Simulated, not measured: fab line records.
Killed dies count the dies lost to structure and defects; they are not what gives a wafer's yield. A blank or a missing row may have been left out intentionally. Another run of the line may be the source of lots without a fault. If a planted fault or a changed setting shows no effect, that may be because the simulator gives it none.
8D (eight disciplines) problem report, filled in by code -- flow n5-finfet -- the parts of the form that need people (team, actions taken, sign-off) are left out

1. WHAT IS WRONG
A mean of 21.00 mTorr is read at N5_BEOL_M15_STRIP_37 for chamber-pressure-mTorr, taken on 1 wafer of 1 lot, against 30.00 mTorr (standard deviation 0.035) on wafers free of any fault. That is -99 or more standard deviations from the usual mean.
The step: strips in O2.
First seen on wafer L568.4, day 14 04:11, on rie-diel-03. The record has a number at this step for 27 wafers belonging to 9 lots. By rule, "out" or "out of limits" means more than 4 standard deviations away from the usual mean. The other wafers with a number count as sound.

2. WHAT THIS IS AND IS NOT
question,is,is not
which readings at this step,chamber-pressure-mTorr,"drypump-motor-current-A, oes-product-au, rf-vpp-V, showerhead-plenum-p-Torr, throttle-valve-pct"
which lots,L568,"L564, L566, L569, L579, L581, L582, L585, L586"
which wafers of those lots,L568.4,"L568.2, L568.6"
read on which tools,rie-diel-03,"rie-diel-01, rie-diel-02"
when,from day 14 04:11,"up to then (8 sound wafers); but 18 sound wafers of L569, L579, L581, L582, L585, L586 came after"

3. WHAT RULES OUT EACH SUSPECT
Counting: a tool at a process step up to the reading stays a suspect if it ran every lot that is out. Sound lots after the first of them don't rule it out here, since some wafers of a struck lot are sound.
- rie-diel-03 at N5_BEOL_M15_ETCH_59 (etches BARC in N2/H2, target depth 89 nm, overetch 26.7 nm, time 67.9 s): kept. The lot that is out, L568, ran on it at day 14 01:44; the last sound lot it ran before that was L564, at day 12 16:31.
- rie-diel-01 at N5_BEOL_M15_ETCH_57 (etches SOC in N2/H2, time 750 s): kept. The lot that is out, L568, ran on it at day 14 02:18; the last sound lot it ran before that was L564, at day 12 17:05.
- rie-diel-02 at N5_BEOL_M15_DESCUM_33 (chemistry O2, time 7.9 s): kept. The lot that is out, L568, ran on it at day 14 03:18; the last sound lot it ran before that was L566, at day 13 16:24.
- rie-diel-03 at N5_BEOL_M15_STRIP_37 (strips in O2): kept. The lot that is out, L568, ran on it at day 14 04:11; the last sound lot it ran before that was L566, at day 13 17:15. Its own chamber-pressure-mTorr readings are out on those wafers.
- At N5_BEOL_M15_ETCH_59, inside rie-diel-03: chamber 1 took the wafers that are out, while their sound lot-mates went through chambers 2, 3.
- At N5_BEOL_M15_ETCH_57, inside rie-diel-01: chamber 2 took the wafers that are out, while their sound lot-mates went through chambers 0, 1.
- The sound lot-mates ran in chamber 2 of rie-diel-03 at N5_BEOL_M15_STRIP_37, but the wafers that are out ran in chamber 0.
Left after counting: rie-diel-03 at N5_BEOL_M15_ETCH_59, rie-diel-01 at N5_BEOL_M15_ETCH_57, rie-diel-02 at N5_BEOL_M15_DESCUM_33, rie-diel-03 at N5_BEOL_M15_STRIP_37.

4. THE CAUSE (what the simulator had put in)
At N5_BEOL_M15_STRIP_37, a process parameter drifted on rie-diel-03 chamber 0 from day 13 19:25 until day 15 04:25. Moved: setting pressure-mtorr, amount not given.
This tool is one of the 4 suspects left after counting.

5. THE EFFECT CHAIN, in route order
Each row: a reading where the mean over the struck wafers with a number is more than 3 standard deviations away from the usual. Only readings whose record carries a usual standard deviation are examined. hours: median over the lots of the time between each lot's start at the first step of this table that gives one and its start at this step. sigmas: the change, counted in usual standard deviations.
hours,step,reading,usual,on struck wafers,change,sigmas
0,N5_BEOL_M15_STRIP_37,chamber-pressure-mTorr,30.00 mTorr,21.00,-9.00,-99 or more
Process steps it contains:
- N5_BEOL_M15_STRIP_37: strips in O2.

6. WHAT WOULD HAVE CAUGHT IT SOONER
In this record the first reading out of limits was taken at day 14 04:11, 9 hours after the fault began at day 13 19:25.
